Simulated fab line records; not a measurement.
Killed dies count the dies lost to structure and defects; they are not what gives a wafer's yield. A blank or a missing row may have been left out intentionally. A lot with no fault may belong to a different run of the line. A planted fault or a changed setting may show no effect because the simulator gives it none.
Chamber matching :: flow n5 finfet :: N5_SD_EPI_N_ETCHBACK_44 on rie diel-04 has 4 sister chambers
The step etches SiNx in CH3F/O2, stops on SiO2, target depth 14.5 nm. 18 wafers are shown with their chamber, then 9 later ones without.

## WAFERS, EACH WITH ITS CHAMBER
wafer: L074.3
chamber: 3
showerhead plenum p Torr (Torr): 1.98
drypump motor current A (A): 5.4
throttle valve pct (%): 16.40

wafer: L074.5
chamber: 3
showerhead plenum p Torr (Torr): 1.98
drypump motor current A (A): 5.4
throttle valve pct (%): 16.40

wafer: L074.6
chamber: 0
showerhead plenum p Torr (Torr): 1.92
drypump motor current A (A): 5.6
throttle valve pct (%): 16.27

wafer: L078.1
chamber: 1
showerhead plenum p Torr (Torr): 1.91
drypump motor current A (A): 5.2
throttle valve pct (%): 15.95

wafer: L078.5
chamber: 1
showerhead plenum p Torr (Torr): 1.91
drypump motor current A (A): 5.2
throttle valve pct (%): 15.94

wafer: L078.6
chamber: 2
showerhead plenum p Torr (Torr): 2.07
drypump motor current A (A): 5.8
throttle valve pct (%): 16.38

wafer: L079.1
chamber: 1
showerhead plenum p Torr (Torr): 1.91
drypump motor current A (A): 5.2
throttle valve pct (%): 15.96

wafer: L079.2
chamber: 2
showerhead plenum p Torr (Torr): 2.07
drypump motor current A (A): 5.8
throttle valve pct (%): 16.40

wafer: L079.3
chamber: 0
showerhead plenum p Torr (Torr): 1.92
drypump motor current A (A): 5.7
throttle valve pct (%): 16.29

wafer: L080.1
chamber: 3
showerhead plenum p Torr (Torr): 1.98
drypump motor current A (A): 5.4
throttle valve pct (%): 15.94

wafer: L080.3
chamber: 1
showerhead plenum p Torr (Torr): 1.91
drypump motor current A (A): 5.2
throttle valve pct (%): 15.96

wafer: L080.6
chamber: 2
showerhead plenum p Torr (Torr): 2.07
drypump motor current A (A): 5.8
throttle valve pct (%): 16.40

wafer: L081.1
chamber: 2
showerhead plenum p Torr (Torr): 2.07
drypump motor current A (A): 5.8
throttle valve pct (%): 16.41

wafer: L081.2
chamber: 1
showerhead plenum p Torr (Torr): 1.91
drypump motor current A (A): 5.2
throttle valve pct (%): 15.95

wafer: L081.5
chamber: 0
showerhead plenum p Torr (Torr): 1.92
drypump motor current A (A): 5.6
throttle valve pct (%): 16.31

wafer: L086.2
chamber: 0
showerhead plenum p Torr (Torr): 1.91
drypump motor current A (A): 5.6
throttle valve pct (%): 16.34

wafer: L086.3
chamber: 2
showerhead plenum p Torr (Torr): 2.07
drypump motor current A (A): 5.8
throttle valve pct (%): 16.42

wafer: L086.5
chamber: 1
showerhead plenum p Torr (Torr): 1.90
drypump motor current A (A): 5.2
throttle valve pct (%): 15.98

SIGNATURES (averages over the wafers above)
reading: showerhead plenum p Torr
chamber 0: 1.9175
chamber 1: 1.9083
chamber 2: 2.0700
chamber 3: 1.9800
scatter within a chamber: 0.00336

reading: drypump motor current A
chamber 0: 5.625
chamber 1: 5.200
chamber 2: 5.800
chamber 3: 5.400
scatter within a chamber: 0.0231

reading: throttle valve pct
chamber 0: 16.3025
chamber 1: 15.9567
chamber 2: 16.4020
chamber 3: 16.2467
scatter within a chamber: 0.102
Rule: distance of a wafer from a chamber = root of the sum over the readings of ((wafer's reading minus chamber's mean) / reading's scatter) squared. If the next closest chamber is less than 2 further off than the closest, the wafer can't be placed; otherwise it belongs to the closest. How the scatter is found: for the shown wafers, subtract from each reading the mean of its chamber, square and add these, divide the total by (wafers less chambers), then take the root.

## WAFERS WHOSE CHAMBER IS MISSING
wafer: L087.1
showerhead plenum p Torr (Torr): 1.97
drypump motor current A (A): 5.4
throttle valve pct (%): 15.92

wafer: L087.4
showerhead plenum p Torr (Torr): 1.91
drypump motor current A (A): 5.6
throttle valve pct (%): 16.33

wafer: L087.5
showerhead plenum p Torr (Torr): 1.90
drypump motor current A (A): 5.2
throttle valve pct (%): 15.98

wafer: L093.1
showerhead plenum p Torr (Torr): 1.97
drypump motor current A (A): 5.3
throttle valve pct (%): 15.97

wafer: L093.4
showerhead plenum p Torr (Torr): 1.91
drypump motor current A (A): 5.6
throttle valve pct (%): 16.36

wafer: L093.6
showerhead plenum p Torr (Torr): 1.90
drypump motor current A (A): 5.2
throttle valve pct (%): 16.02

wafer: L096.1
showerhead plenum p Torr (Torr): 1.91
drypump motor current A (A): 5.6
throttle valve pct (%): 16.38

wafer: L096.4
showerhead plenum p Torr (Torr): 1.90
drypump motor current A (A): 5.2
throttle valve pct (%): 16.02

wafer: L096.5
showerhead plenum p Torr (Torr): 1.90
drypump motor current A (A): 5.2
throttle valve pct (%): 16.00

## WHICH CHAMBER EACH ONE RAN IN
wafer: L087.1
from the rows above: 3
in truth: 3

wafer: L087.4
from the rows above: 0
in truth: 0

wafer: L087.5
from the rows above: 1
in truth: 1

wafer: L093.1
from the rows above: 3
in truth: 3

wafer: L093.4
from the rows above: 0
in truth: 0

wafer: L093.6
from the rows above: 1
in truth: 1

wafer: L096.1
from the rows above: 0
in truth: 0

wafer: L096.4
from the rows above: 1
in truth: 1

wafer: L096.5
from the rows above: 1
in truth: 1
9 of 9 placed correctly. Can't be placed from these rows: 0. Placed wrongly: 0.
